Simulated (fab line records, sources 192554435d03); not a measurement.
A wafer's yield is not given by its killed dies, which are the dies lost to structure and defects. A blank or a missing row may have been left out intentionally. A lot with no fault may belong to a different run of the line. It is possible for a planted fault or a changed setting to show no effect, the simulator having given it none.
Split-lot trial | flow n5-finfet | route with 1938 steps; 7 lots, 21 wafers read

== ON THE SPLIT ==
At N5_BEOL_M7_HM_DEP_02 (deposits TiN, target thk 20 nm), the setting target-thk-a was moved away from the recipe's 200 angstrom on 4 of the 21 wafers read, by -9.8% to +13.5%. All remaining wafers had this setting at the recipe value.

== FROM THE SPLIT TO THE READING: what the file shows between them, 11 steps ==
- N5_BEOL_M7_COAT_05: resist thk 90 nm (also split here: spin-rpm)
- N5_BEOL_M7_EBR_07
- N5_BEOL_M7_SOFTBAKE_06: time 60 s
- N5_BEOL_M7_EXPOSE_08: exposes mask M7
- N5_BEOL_M7_PEB_09: peb time 60 s
- N5_BEOL_M7_DEVELOP_10: develop time 30 s
- N5_BEOL_M7_DESCUM_16: chemistry O2, time 7.9 s
- N5_BEOL_M7_ETCH_61: etches SiARC in CF4, target depth 45.5 nm, time 75.8 s
- N5_BEOL_M7_ETCH_62: etches SOC in N2/H2, target depth 110 nm, overetch 22 nm, time 165 s
- N5_BEOL_M7_STRIP_68: strips in N2/H2
- N5_BEOL_M7_STRIP_67: strips in CF4

== THE READING ==
etch.depth-nm (the simulator's own value, which no gauge read), in nm, at N5_BEOL_M7_HM_OPEN_17 (chemistry Cl2/BCl3, target TiN, target depth 20 nm, overetch 6 nm). The file does not state a usual value for it. Average 19.86 nm, standard deviation 0.26 nm, over the 17 wafers here run with the recipe.

wafer  | tool, chamber at the split | target-thk-a as run, angstrom | against the recipe | etch.depth-nm, nm | against lot-mates on the recipe
L080.1 | pvd-sputter-01, -          | 200                           | recipe             | 19.54             | -
L080.2 | pvd-sputter-01, -          | 200                           | recipe             | 20.09             | -
L080.5 | pvd-sputter-01, -          | 200                           | recipe             | 19.6              | -
L087.1 | pvd-sputter-01, -          | 180.5                         | -9.8%              | 18.17             | -2.16
L087.2 | pvd-sputter-01, -          | 200                           | recipe             | 20.48             | -
L087.4 | pvd-sputter-01, -          | 200                           | recipe             | 20.19             | -
L090.1 | pvd-sputter-03, -          | 200                           | recipe             | 20.06             | -
L090.5 | pvd-sputter-03, -          | 227                           | +13.5%             | 22.86             | +2.81
L090.6 | pvd-sputter-03, -          | 200                           | recipe             | 20.03             | -
L091.1 | pvd-sputter-03, -          | 200                           | recipe             | 19.95             | -
L091.5 | pvd-sputter-03, -          | 200                           | recipe             | 19.62             | -
L091.6 | pvd-sputter-03, -          | 200                           | recipe             | 19.99             | -
L093.1 | pvd-sputter-03, -          | 200                           | recipe             | 19.77             | -
L093.2 | pvd-sputter-03, -          | 200                           | recipe             | 19.51             | -
L093.5 | pvd-sputter-03, -          | 200                           | recipe             | 19.48             | -
L095.1 | pvd-sputter-03, -          | 181.6                         | -9.2%              | 18.19             | -1.70
L095.3 | pvd-sputter-03, -          | 200                           | recipe             | 19.85             | -
L095.6 | pvd-sputter-03, -          | 200                           | recipe             | 19.93             | -
L096.1 | pvd-sputter-03, -          | 192.9                         | -3.5%              | 19.18             | -0.56
L096.3 | pvd-sputter-03, -          | 200                           | recipe             | 19.75             | -
L096.6 | pvd-sputter-03, -          | 200                           | recipe             | 19.73             | -

FIT RESULTS
A straight line over all 21 wafers: etch.depth-nm changes by +0.2 nm for each +1% of target-thk-a; r = +0.96; the points scatter about the line by 0.27 nm.
The same after taking each lot's own level away (the mean of its wafers on the recipe; 21 wafers): +0.205 nm for each +1%; r = +0.99; scatter 0.15 nm.
That fit puts the effect of the largest move of target-thk-a on the reading at 2.8 nm.
From 19.587 to 20.335 nm: that is the span of the lots' own levels, equal to 2.8 times the standard deviation above.
Hence the lot-to-lot level has little effect on the slope; both slopes agree.
Check: with one of the wafers moved furthest among these (+13.5%) left out of the fit, the line predicts +2.74 nm for it against its lot-mates. Against them it came out at +2.81 nm.

== FURTHER SPLITS ON THESE WAFERS ==
Note: prior to the reading, these wafers also went through further splits. Each is held against what the fit with the lots' levels taken away leaves over:
other split on the same wafers | wafers away from the commonest value | r with etch.depth-nm (lot level and that fit taken away)
N5_BEOL_M6_EXPOSE_08 dose-mj   | 7                                    | +0.13
N5_BEOL_M7_COAT_05 spin-rpm    | 5                                    | +0.07

== THE WHOLE CHAIN: every reading that the file lists as answering this split, in the file's order ==
step                  | what it does                                                      | reading                                                                          | change (the file's fit)               | r (the file's)
N5_BEOL_M7_HM_DEP_02  | deposits TiN, target thk 20 nm                                    | TiN_of_BEOL_M7_HM_DEP_02.thk-nm (the simulator's own value, which no gauge read) | +0.203 nm for each +1% of the setting | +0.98
N5_BEOL_M7_HM_OPEN_17 | chemistry Cl2/BCl3, target TiN, target depth 20 nm, overetch 6 nm | etch.depth-nm (the simulator's own value, which no gauge read)                   | +0.205 nm for each +1% of the setting | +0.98

== FILE'S OWN FIT ==
etch.depth-nm changes by +0.205 nm for each +1% of target-thk-a, r = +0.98.
